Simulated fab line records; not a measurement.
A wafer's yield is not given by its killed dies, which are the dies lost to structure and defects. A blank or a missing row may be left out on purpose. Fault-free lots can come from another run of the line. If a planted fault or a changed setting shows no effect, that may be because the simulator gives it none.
Which of the tools did it?	flow nandHarc	39 wafers from 13 lots sampled at 4 of the route's 1302 steps

WHAT THE GAUGES READ, wafer by wafer
NHARC_HYBRID_BOND_INSPECT_06: inspects for defects (ir void).
lot	measured	on	rawDefectCount
L282	day 23 13:52	defectInspect-02	21 19 21
L283	day 24 02:39	defectInspect-02	170 162 134
L281	day 24 02:38	defectInspect-01	143 140 141
L285	day 24 17:55	defectInspect-01	25 21 21
L284	day 24 17:56	defectInspect-02	102 120 100
L286	day 25 16:10	defectInspect-01	119 134 122
L288	day 27 01:55	defectInspect-02	70 81
L298	day 30 23:52	defectInspect-01	83 89 80
L297	day 30 23:53	defectInspect-02	72 73 81
L299	day 31 03:35	defectInspect-01	129 125 153
L300	day 31 11:03	defectInspect-01	120 128 163
L303	day 32 17:19	defectInspect-01	84 92 97
L302	day 32 17:20	defectInspect-01	91 87 102

NHARC_END_SORT_01.
lot	measured	on	defectLimitedYield (%)	killedAtArray	killedAtOther	killedAtPeriphery	killedDies	killedOpen	killedShort
L288	day 27 21:34	prober-01	94 92 0	43 52 676	0 0 0	0 1 1	43 53 677	1 3 4	2 1 0

WHICH TOOL RAN EACH LOT (tool, then ch and the chambers of the sampled wafers, then the start)
lot	NHARC_A_BONDPAD_ECD_18	NHARC_HYBRID_BOND_ACTIVATE_00
L282	ecdCu-01 ch 0,1, day 23 03:32	rieDiel-11 ch 1,3, day 23 04:47
L283	ecdCu-02 ch 0,1, day 23 15:01	rieDiel-11 ch 0,1,3, day 23 16:16
L281	ecdCu-02 ch 0,1, day 23 16:24	rieDiel-13 ch 0,1,3, day 23 17:43
L285	ecdCu-02 ch 0,1, day 24 07:10	rieDiel-11 ch 1,2,3, day 24 08:28
L284	ecdCu-02 ch 0,1, day 24 08:52	rieDiel-04 ch 0,1,2, day 24 10:13
L286	ecdCu-02 ch 0, day 25 05:33	rieDiel-11 ch 1,2, day 25 06:49
L288	ecdCu-02 ch 0,1, day 26 12:38	rieDiel-13 ch 0,2, day 26 13:58
L298	ecdCu-01 ch 0,1, day 30 12:03	rieDiel-11 ch 0,1,3, day 30 13:23
L297	ecdCu-02 ch 0,1, day 30 15:55	rieDiel-11 ch 0,2, day 30 17:11
L299	ecdCu-02 ch 0,1, day 30 16:43	rieDiel-11 ch 0,1,3, day 30 18:08
L300	ecdCu-02 ch 0,1, day 31 00:10	rieDiel-11 ch 0,1, day 31 01:28
L303	ecdCu-01 ch 0,1, day 32 06:32	rieDiel-13 ch 1,2,3, day 32 07:49
L302	ecdCu-02 ch 0,1, day 32 07:38	rieDiel-11 ch 0,1, day 32 08:51
- NHARC_A_BONDPAD_ECD_18: material Cu, target thk 400 nm.
- NHARC_HYBRID_BOND_ACTIVATE_00: chemistry N2, time 60 s.

WHAT THE TOOLS THEMSELVES READ (means of the sampled wafers that have a number; where no wafer has one, the mark that the record gives instead)
NHARC_HYBRID_BOND_ACTIVATE_00.
lot	tool	drypumpMotorCurrentA (A)	oesProductAu (a.u.)	rfVppV (V)	showerheadPlenumPTorr (Torr)
L282	rieDiel-11	6.2	1.011	63.1	1.78
L283	rieDiel-11	5.9	1.012	63.9	1.75
L281	rieDiel-13	5.9	0.994	63.6	1.79
L285	rieDiel-11	5.9	1.018	64.2	1.80
L284	rieDiel-04	5.6	1.018	64.0	1.79
L286	rieDiel-11	5.7	1.007	63.8	1.83
L288	rieDiel-13	5.1	1.008	64.2	1.70
L298	rieDiel-11	5.9	1.009	64.3	1.75
L297	rieDiel-11	5.4	1.011	64.1	1.76
L299	rieDiel-11	5.9	1.005	63.4	1.75
L300	rieDiel-11	5.7	1.001	64.0	1.72
L303	rieDiel-13	5.8	0.990	64.2	1.74
L302	rieDiel-11	5.7	1.000	64.1	1.72

THE ANSWER, worked out from the rows above alone
Rule: the lots themselves supply what counts as usual. Put in order of their means at a reading, lots are off if they are a third of the lots or fewer, leave a main group of 4 or more, and stand apart from it by a gap of 3 or more times the standard deviation of the main group's means; of several such gaps the widest counts. If all means in a main group match to the digits the tables above print for the reading, that group is not used. Also off: a lot with no number at a reading for which 4 or more lots have one. All remaining lots with rows at the step are treated as sound. The gauges are gone through in route order, then the tools' own readings, and for those a lot's mean is taken as printed above. The first step at which some lot is off is used, and at that step the reading that is off furthest; a lot without a number counts as furthest.
Nothing can be told from this: no lot is off at any reading shown.

WHAT HAD BEEN PUT IN BY THE SIMULATOR
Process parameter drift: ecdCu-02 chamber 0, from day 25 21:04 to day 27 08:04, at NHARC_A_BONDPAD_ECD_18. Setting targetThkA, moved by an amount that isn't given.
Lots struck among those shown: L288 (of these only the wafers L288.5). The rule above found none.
